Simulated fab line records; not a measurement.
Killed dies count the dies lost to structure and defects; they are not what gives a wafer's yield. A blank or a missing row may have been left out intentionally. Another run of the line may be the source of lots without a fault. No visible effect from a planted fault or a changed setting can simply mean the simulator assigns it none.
Matching of chambers | flow n5 finfet | N5_SDB_ALD_29 on ald sin-04 has 4 sister chambers
The step deposits SiNx, target thk 30 nm, pulse time 1 s, ald cycles 600. 14 wafers are shown with their chamber, then 7 later ones without.

## WAFERS, EACH WITH ITS CHAMBER
wafer  | chamber | heater power w (W) | precursor pulse height rel
L074.2 | 0       | 860                | 1.022
L074.3 | 2       | 983                | 1.006
L074.4 | 1       | 927                | 0.991
L077.4 | 3       | 868                | 1.021
L077.5 | 2       | 976                | 0.998
L077.6 | 0       | 880                | 1.020
L081.3 | 1       | 944                | 1.021
L081.5 | 1       | 910                | 1.010
L081.6 | 0       | 847                | 1.017
L085.1 | 2       | 965                | 0.979
L085.2 | 3       | 859                | 1.000
L085.3 | 1       | 941                | 0.992
L088.2 | 3       | 863                | 0.974
L088.3 | 1       | 914                | 1.021

SIGNATURES (means of the wafers above)
reading                    | chamber 0 | chamber 1 | chamber 2 | chamber 3 | scatter within a chamber
heater power w             | 862.33    | 927.20    | 974.67    | 863.33    | 13
precursor pulse height rel | 1.01967   | 1.00700   | 0.99433   | 0.99833   | 0.0155
Rule: a wafer lies at a distance from a chamber equal to the root of the sum of squares, over the readings, of (its reading less the chamber's mean, divided by the reading's scatter). If the next closest chamber is less than 2 further off than the closest, the wafer can't be placed; otherwise it belongs to the closest. The scatter: take each reading less its chamber's mean, square it, sum over the shown wafers, divide by the number of wafers less the number of chambers, and take the root.

## WAFERS WITH NO CHAMBER GIVEN
wafer  | heater power w (W) | precursor pulse height rel
L088.5 | 940                | 1.020
L095.2 | 886                | 1.006
L095.3 | 872                | 1.005
L095.6 | 873                | 1.004
L097.1 | 893                | 1.004
L097.3 | 899                | 1.030
L097.6 | 895                | 1.033

## CHAMBER TAKEN BY EACH
wafer  | from the rows above          | in truth
L088.5 | can't be placed: 1 or 2      | 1
L095.2 | can't be placed: 3 or 0 or 1 | 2
L095.3 | can't be placed: 3 or 0      | 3
L095.6 | can't be placed: 3 or 0      | 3
L097.1 | can't be placed: 3 or 0 or 1 | 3
L097.3 | can't be placed: 1 or 0 or 3 | 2
L097.6 | can't be placed: 0 or 1 or 3 | 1
0 of 7 placed correctly. Unplaceable from these rows: 7, with the true chamber sitting among the candidates in 5. Number placed wrongly: 0.
